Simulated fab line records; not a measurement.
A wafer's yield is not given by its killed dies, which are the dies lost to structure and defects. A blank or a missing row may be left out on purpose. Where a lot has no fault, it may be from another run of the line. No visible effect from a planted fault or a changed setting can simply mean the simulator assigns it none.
fab line records	flow n5_finfet
record lots=6	wafers=18	last_day=17
route steps=1938 shown BEOL_M14@1758 PASSIVATION@1936
lots with no fault: from the same line, run without faults
start_h: hours from the record's first day to the start of the lot's first wafer shown	wait_h: hours elapsed since this lot's preceding step	" same as the row above	L1.1+2: a single row standing in for several wafers	- either no value or no given start	* or withheld: withheld	< > ~ a bound
route shown NAME@n: NAME is a module with steps in the file, n the number in the route of the first one	usual: average and standard deviation across the fault-free wafers	same: alike in all rows	chamber/n: place in a boat	sites: the reading at each site	_std_site: the standard deviation of these	_edge_site: inner sites' mean taken away from outer sites' mean	radius_mm: how far each site lies from the wafer's centre	mask NAME#n: copy n	behind: tool/chamber where the wafer was last shaped	hold: reason for holding the lot/hours on hold/outcome of the hold	device: names the non-switching transistor (n, p or np)	end of line: tests of these same wafers at the route's end	a step with no rows: only its recipe	killed: count of dies lost to structure and defects at first sort (not the wafer's yield)	map: per-die view of a wafer (x killed, . not killed, _ where there is no die)
set.NAME: the run value of the setting; set.NAME@STEP: its run value at that earlier step	model.NAME: the simulator's own value behind a step, which no gauge read
lots at some steps of the route; a table a step, a row a wafer
services: when a tool's chamber went out of use (start_h, in hours from the record's first day, below 0 if earlier), for how many hours, and the reason
## steps
# step N5_BEOL_M14_PRECLEAN_39
# recipe chemistry=residue_remover	time_s=60	temp_c=40
# step N5_BEOL_M14_SRD_40
# recipe time_s=30	temp_c=23	rinse_liquid=diw	dry=n2_spin	spin_rpm=1500	dry_time_s=30
# step N5_BEOL_M14_DEGAS_41
# recipe ambient=vacuum	temp_c=300	time_s=60
# usual heater_power_w=485/24	susceptor_temp_C=299.98/0.2
lot.wafer	tool	chamber	start_h	wait_h	heater_power_w	susceptor_temp_C
L625.2	pvd_sputter-01	-	255.56	0.4	515	299.84
L625.4	"	-	"	"	467	300.41
L625.6	"	-	"	"	466	300.41
L632.1	pvd_sputter-02	-	291.61	0.4	505	299.94
L632.3	"	-	"	"	503	300.14
L632.4	"	-	"	"	486	299.71
L635.1	pvd_sputter-01	-	320.21	0.5	467	300.31
L635.3	"	-	"	"	458	299.75
L635.6	"	-	"	"	458	299.85
L640.1	pvd_sputter-01	-	352.18	0.4	461	300.16
L640.3	"	-	"	"	471	299.82
L640.4	"	-	"	"	461	299.92
L644.2	pvd_sputter-03	-	373.47	0.2	499	299.91
L644.5	"	-	"	"	465	300.16
L644.6	"	-	"	"	499	300.21
L645.1	pvd_sputter-01	-	381.79	0.2	526	299.88
L645.2	"	-	"	"	463	299.75
L645.5	"	-	"	"	472	299.81
# step N5_BEOL_M14_PRE_CLEAN_42
# recipe gas=H2/He	time_s=30	temp_c=300
# step N5_BEOL_M14_SPUTTER_43
# recipe material=TaN	target_thk_a=150	temp_c=50	bias_v=168.6	power_w=15000	chamber_pressure_pa=0.12	time_s=24.19
# step N5_BEOL_M14_SPUTTER_44
# recipe material=Ta	target_thk_a=150	temp_c=50	bias_v=80	power_w=15000	chamber_pressure_pa=0.07	time_s=24.19
# usual susceptor_temp_C=49.99/0.12	throttle_valve_pct=30.1/1.3
lot.wafer	tool	chamber	start_h	wait_h	susceptor_temp_C	throttle_valve_pct
L625.2	pvd_sputter-01	-	255.72	0.0	50.02	29.2
L625.4	"	-	"	"	49.78	32.3
L625.6	"	-	"	"	49.77	32.7
L632.1	pvd_sputter-02	-	291.77	0.0	49.98	30.5
L632.3	"	-	"	"	50.02	30.0
L632.4	"	-	"	"	49.93	27.9
L635.1	pvd_sputter-01	-	320.37	0.0	50.20	29.7
L635.3	"	-	"	"	50.20	32.9
L635.6	"	-	"	"	49.92	32.5
L640.1	pvd_sputter-01	-	352.34	0.0	49.83	32.6
L640.3	"	-	"	"	50.06	30.7
L640.4	"	-	"	"	49.96	29.4
L644.2	pvd_sputter-03	-	373.63	0.0	49.96	29.9
L644.5	"	-	"	"	50.16	28.3
L644.6	"	-	"	"	49.96	29.9
L645.1	pvd_sputter-01	-	381.95	0.0	49.90	29.2
L645.2	"	-	"	"	50.09	29.4
L645.5	"	-	"	"	49.83	29.7
# step N5_BEOL_M14_SPUTTER_45
# recipe material=Cu	target_thk_a=1000	temp_c=-20	bias_v=60	power_w=26000	chamber_pressure_pa=0.13	time_s=16.67
# usual chuck_gas_flow_sccm=1.26/0.052	susceptor_temp_C=-20.00/0.098	throttle_valve_pct=30.1/1.3
lot.wafer	tool	chamber	start_h	wait_h	chuck_gas_flow_sccm	susceptor_temp_C	throttle_valve_pct
L625.2	pvd_sputter-01	-	255.80	0.0	1.29	-19.93	29.3
L625.4	"	-	"	"	1.16	-20.03	32.7
L625.6	"	-	"	"	1.30	-19.98	32.5
L632.1	pvd_sputter-02	-	291.85	0.0	1.18	-19.95	30.8
L632.3	"	-	"	"	1.32	-20.09	29.9
L632.4	"	-	"	"	1.31	-19.99	28.1
L635.1	pvd_sputter-01	-	320.45	0.0	1.25	-19.94	29.5
L635.3	"	-	"	"	1.29	-19.92	32.8
L635.6	"	-	"	"	1.29	-20.07	32.3
L640.1	pvd_sputter-01	-	352.42	0.0	1.25	-19.92	32.5
L640.3	"	-	"	"	1.28	-19.97	30.9
L640.4	"	-	"	"	1.24	-20.06	29.6
L644.2	pvd_sputter-03	-	373.71	0.0	1.31	-20.05	29.9
L644.5	"	-	"	"	1.32	-19.94	28.2
L644.6	"	-	"	"	1.27	-20.07	30.1
L645.1	pvd_sputter-01	-	382.03	0.0	1.29	-20.05	29.3
L645.2	"	-	"	"	1.33	-20.03	29.7
L645.5	"	-	"	"	1.32	-19.81	29.8
# step N5_BEOL_M14_ECD_47
# recipe material=Cu	target_thk_a=12480
# step N5_BEOL_M14_ANNEAL_48
# recipe temp_c=225	time_s=90	ambient=N2
# usual anneal_temp_c=224.97/0.17	wafer_temp_C_max=226.2/0.36
lot.wafer	tool	chamber	start_h	wait_h	anneal_temp_c	wafer_temp_C_max
L625.2	rtp_anneal-01	0	256.15	0.2	225.30	225.9
L625.4	"	0	"	"	225.10	225.9
L625.6	"	0	"	"	225.11	225.7
L632.1	rtp_anneal-02	0	292.16	0.1	225.04	226.1
L632.3	"	0	"	"	225.17	226.4
L632.4	"	0	"	"	225.11	226.3
L635.1	rtp_anneal-01	0	321.23	0.6	224.96	226.5
L635.3	"	0	"	"	225.04	226.1
L635.6	"	0	"	"	224.75	225.8
L640.1	rtp_anneal-01	0	352.82	0.2	225.23	226.1
L640.3	"	0	"	"	224.79	226.0
L640.4	"	0	"	"	225.25	226.3
L644.2	rtp_anneal-01	0	374.07	0.2	224.55	226.4
L644.5	"	0	"	"	224.86	226.2
L644.6	"	0	"	"	224.92	225.9
L645.1	rtp_anneal-02	0	382.89	0.7	225.03	226.3
L645.2	"	0	"	"	224.93	226.2
L645.5	"	0	"	"	225.04	226.1
# step N5_BEOL_M14_CMP_49
# recipe stop_on=SiO2	t_overpolish_s=5.2	down_force_psi=2	platen_rpm=80	clearing_platen_down_force_psi=2	clearing_platen_rpm=80	post_cmp_clean=cu_alkaline	target_thk_nm=560	clearing_platen_pad_velocity_m_s=1.5917	pad_velocity_m_s=1.5917
# usual barrier_field_endpoint_s=11.31/0.26	clearing_platen_rpm=80.00/0.041	motor_current_A=8.1/0.71	overpolish_run_s=5.200/0.0092	time_to_endpoint_s=121/4.8
# same t_overpolish_s=5.2
lot.wafer	tool	chamber	start_h	wait_h	barrier_field_endpoint_s	clearing_platen_rpm	motor_current_A	overpolish_run_s	time_to_endpoint_s
L625.4	cmp-02	0	256.40	0.1	10.76	79.94	7.7	5.177	113
L625.2	"	1	"	"	11.63	80.00	8.1	5.191	125
L625.6	"	1	"	"	11.30	79.97	9.0	5.216	122
L632.1	cmp-03	3	292.49	0.3	11.47	80.05	8.1	5.210	127
L632.4	"	0	"	"	11.12	80.09	9.1	5.199	123
L632.3	"	1	"	"	11.05	79.98	8.5	5.190	118
L635.3	cmp-01	2	321.60	0.2	11.66	79.99	7.9	5.201	124
L635.1	"	3	"	"	11.76	80.03	9.1	5.192	128
L635.6	"	1	"	"	11.82	80.06	7.5	5.191	124
L640.3	cmp-02	1	353.12	0.2	11.55	79.95	8.8	5.204	130
L640.4	"	3	"	"	11.42	80.00	8.8	5.209	130
L640.1	"	0	"	"	11.28	80.09	7.6	5.193	123
L644.2	cmp-02	2	374.39	0.3	11.47	80.03	8.0	5.208	123
L644.6	"	0	"	"	11.27	80.02	7.7	5.200	120
L644.5	"	1	"	"	11.44	80.00	9.0	5.198	126
L645.1	cmp-01	1	383.19	0.3	11.64	79.94	7.5	5.193	125
L645.2	"	2	"	"	11.56	80.05	7.6	5.202	121
L645.5	"	1	"	"	11.88	79.98	7.1	5.191	131
# step N5_BEOL_M14_THK_MEAS_50
# recipe thk_meas_gauge=xrf	reads=Cu_of_BEOL_M14_ECD_47
# usual M14_THK=545/16
lot.wafer	tool	chamber	start_h	wait_h	M14_THK[nm]
L625.2	film_metro-02	-	256.69	-	526
L625.4	"	-	"	"	577
L625.6	"	-	"	"	561
L632.1	film_metro-01	-	292.75	-	523
L632.3	"	-	"	"	542
L632.4	"	-	"	"	532
L635.1	film_metro-02	-	321.82	-	550
L635.3	"	-	"	"	550
L635.6	"	-	"	"	533
L640.1	film_metro-02	-	353.41	-	525
L640.3	"	-	"	"	516
L640.4	"	-	"	"	549
L644.2	film_metro-01	-	374.61	-	526
L644.5	"	-	"	"	550
L644.6	"	-	"	"	516
L645.1	film_metro-01	-	383.48	-	529
L645.2	"	-	"	"	527
L645.5	"	-	"	"	537
# step N5_BEOL_M14_PRE_CLEAN_52
# recipe gas=NH3	time_s=15	temp_c=withheld	rf_power_w=300
# step N5_BEOL_M14_DEP_53
# recipe material=SiCN	target_thk_a=500	temp_c=withheld	precursor=3MS/NH3	pressure_torr=3	rf_w=675	time_s=17.8
# usual rf_fwd_power_W=666/3.4	showerhead_plenum_p_Torr=4.169/0.027	showerhead_vpp_V=1601/68	throttle_valve_pct=17.8/0.53
lot.wafer	tool	chamber	start_h	wait_h	rf_fwd_power_W	showerhead_plenum_p_Torr	showerhead_vpp_V	throttle_valve_pct	model.SiCN_of_BEOL_M14_DEP_53.thk_nm
L625.2	pecvd-03	0	256.76	0.0	664	4.223	1537	17.1	49.4
L625.4	"	2	"	"	670	4.201	1620	17.6	49.4
L625.6	"	0	"	"	662	4.222	1521	17.1	50.4
L632.1	pecvd-01	2	292.81	0.0	-	4.187	1690	17.7	45.2
L632.3	"	1	"	"	670	4.153	1588	18.7	50
L632.4	"	0	"	"	-	4.145	1628	18.1	45.8
L635.1	pecvd-01	0	321.88	0.0	-	4.164	1636	17.9	44.6
L635.3	"	1	"	"	665	4.166	1551	19.0	50.2
L635.6	"	1	"	"	669	4.164	1594	18.7	50.8
L640.1	pecvd-02	2	353.47	0.0	669	4.169	1583	17.4	50.6
L640.3	"	1	"	"	663	4.128	1457	18.0	50
L640.4	"	2	"	"	666	4.177	1548	17.2	50.8
L644.2	pecvd-01	2	374.68	0.0	670	4.185	1670	17.8	49.6
L644.5	"	1	"	"	670	4.160	1548	18.9	50
L644.6	"	2	"	"	669	4.178	1706	18.0	50.4
L645.1	pecvd-02	0	383.55	0.0	667	4.162	1698	17.2	49.6
L645.2	"	1	"	"	662	4.125	1489	17.9	49
L645.5	"	1	"	"	663	4.130	1468	17.8	49.4
# step N5_BEOL_M14_RS_MEAS_54
# recipe thk_meas_gauge=four-point-probe	reads=Cu_of_BEOL_M14_ECD_47+Ta_of_BEOL_M14_SPUTTER_44+TaN_of_BEOL_M14_SPUTTER_43
# usual M14_RS=0.0335/0.001
lot.wafer	tool	chamber	start_h	wait_h	M14_RS[ohm/sq]
L625.2	film_metro-01	-	256.82	0.1	0.0348
L625.4	"	-	"	"	0.0317
L625.6	"	-	"	"	0.0325
L632.1	film_metro-01	-	292.88	0.0	0.0347
L632.3	"	-	"	"	0.0336
L632.4	"	-	"	"	0.0341
L635.1	film_metro-02	-	321.95	0.0	0.0327
L635.3	"	-	"	"	0.0327
L635.6	"	-	"	"	0.0340
L640.1	film_metro-01	-	353.54	0.0	0.0344
L640.3	"	-	"	"	0.0351
L640.4	"	-	"	"	0.0330
L644.2	film_metro-01	-	374.74	0.1	0.0351
L644.5	"	-	"	"	0.0332
L644.6	"	-	"	"	0.0354
L645.1	film_metro-01	-	383.61	0.0	0.0348
L645.2	"	-	"	"	0.0348
L645.5	"	-	"	"	0.0341
# step N5_PASSIVATION_PROBE_49
# usual defect_limited_yield=91.2/1.6	killed_at_M0_to_M3=34/11	killed_at_M4_up=14/5.7	killed_at_contacts=14/6.6	killed_at_front_end=37/10	killed_at_other=4/3.2	killed_dies=104/19	killed_open=69/13	killed_short=33/8.7	sort_bin_5_function=5.1/1	sort_bin_6_memory=3.3/0.76	sort_n_pass=1076/19	sort_yield_pct=91.2/1.6
# same gross_dies=1180	killed_at_back_side=0	sort_bin_4_leakage[%]=0	sort_bin_8_speed[%]=0
lot.wafer	tool	chamber	start_h	wait_h	defect_limited_yield[%]	killed_at_M0_to_M3	killed_at_M4_up	killed_at_contacts	killed_at_front_end	killed_at_other	killed_dies	killed_open	killed_short	sort_bin_5_function[%]	sort_bin_6_memory[%]	sort_n_pass	sort_yield_pct[%]
L625.2	prober-01	-	275.85	0.1	93.2	29	4	11	32	4	80	56	24	4.2	2.4	1100	93.2
L625.4	prober-01	-	275.95	0.2	94.2	18	12	6	31	2	69	46	23	3.4	2.2	1111	94.2
L625.6	prober-01	-	276.05	0.3	91.3	28	14	16	45	0	103	80	23	5.3	3.1	1077	91.3
L635.1	prober-02	-	343.82	0.0	90.6	28	11	16	52	4	111	69	31	5.4	2.7	1069	90.6
# killed by level:class
L625.2 STI_FIN_REVEAL:geometric_particle:open=18 BEOL_M1:geometric_particle:open=9 MOL_CONTACT_COAG:geometric_particle:open=8 BEOL_M0_SAQP:geometric_particle:open=4 BEOL_M3:geometric_particle:open=4 STI_FIN_REVEAL:geometric_particle:short=3 MOL_CONTACT_COAG:geometric_particle:short=3 BEOL_M1:geometric_particle:short=3
L625.4 FIN_SAQP:geometric_particle:short=10 STI_FIN_REVEAL:geometric_particle:open=7 MOL_CONTACT_COAG:geometric_particle:open=6 BEOL_M4:geometric_particle:open=6 FIN_SAQP:geometric_particle:open=5 BEOL_M0_SAQP:geometric_particle:open=5 BEOL_M1:geometric_particle:open=5 DUMMY_GATE:geometric_particle:open=4
L625.6 STI_FIN_REVEAL:geometric_particle:open=21 MOL_CONTACT_COAG:geometric_particle:open=12 FIN_SAQP:geometric_particle:open=9 BEOL_M4:geometric_particle:open=9 BEOL_M2:geometric_particle:open=5 FIN_SAQP:geometric_particle:short=4 BEOL_M0_SAQP:geometric_particle:open=4 MOL_CONTACT_COAG:geometric_particle:short=4
L635.1 FIN_SAQP:geometric_particle:open=16 MOL_CONTACT_COAG:geometric_particle:open=13 BEOL_M2:geometric_particle:open=9 HKMG_FIN:area_etch=7 FIN_SAQP:geometric_particle:short=6 ILD0:geometric_particle:short=5 BEOL_M0_SAQP:geometric_particle:open=5 GATE_CUT:geometric_particle:short=4
## services
tool	chamber	start_h	hours	kind
cmp-03	-	233.89	0.3	repair
cmp-02	-	237.89	4.0	pm
rtp_anneal-02	-	238.50	0.8	pm
pecvd-03	-	238.67	4.3	pm
pecvd-01	-	241.79	14.6	pm
cmp-02	-	245.71	4.2	repair
pecvd-01	1	279.98	6.5	repair
cmp-02	-	283.57	2.2	repair
pecvd-01	0	287.45	3.9	repair
cmp-01	-	287.77	0.5	repair
cmp-01	-	288.30	5.9	pm
pecvd-02	-	290.07	1.3	repair
cmp-02	-	298.87	3.1	repair
cmp-01	-	302.33	2.0	repair
pvd_sputter-03	-	309.90	0.8	repair
cmp-01	-	312.15	4.0	pm
cmp-02	-	320.60	7.2	pm
cmp-02	-	334.81	0.5	repair
pvd_sputter-01	-	335.20	1.6	repair
rtp_anneal-01	-	336.27	2.5	pm
cmp-02	-	341.57	5.1	pm
pecvd-01	1	343.01	16.8	repair
cmp-01	-	351.97	1.0	repair
cmp-02	-	371.96	0.2	repair
## key
first_sign none at tools or gauges
model_effect step=N5_BEOL_M14_DEP_53	value=SiCN_of_BEOL_M14_DEP_53.thk_nm	without=49.8	struck=45.2
met_at N5_BEOL_M14_DEP_53
struck_wafers L632.1,L632.4,L635.1
fault kind=process_parameter_drift	tool=pecvd-01	chamber=-	onset_h=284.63	steps=N5_BEOL_M14_DEP_53	channel=time_s	offset=*	shape=step	end_h=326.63	scope=struck_wafers_only	acts_in=*	stated=*
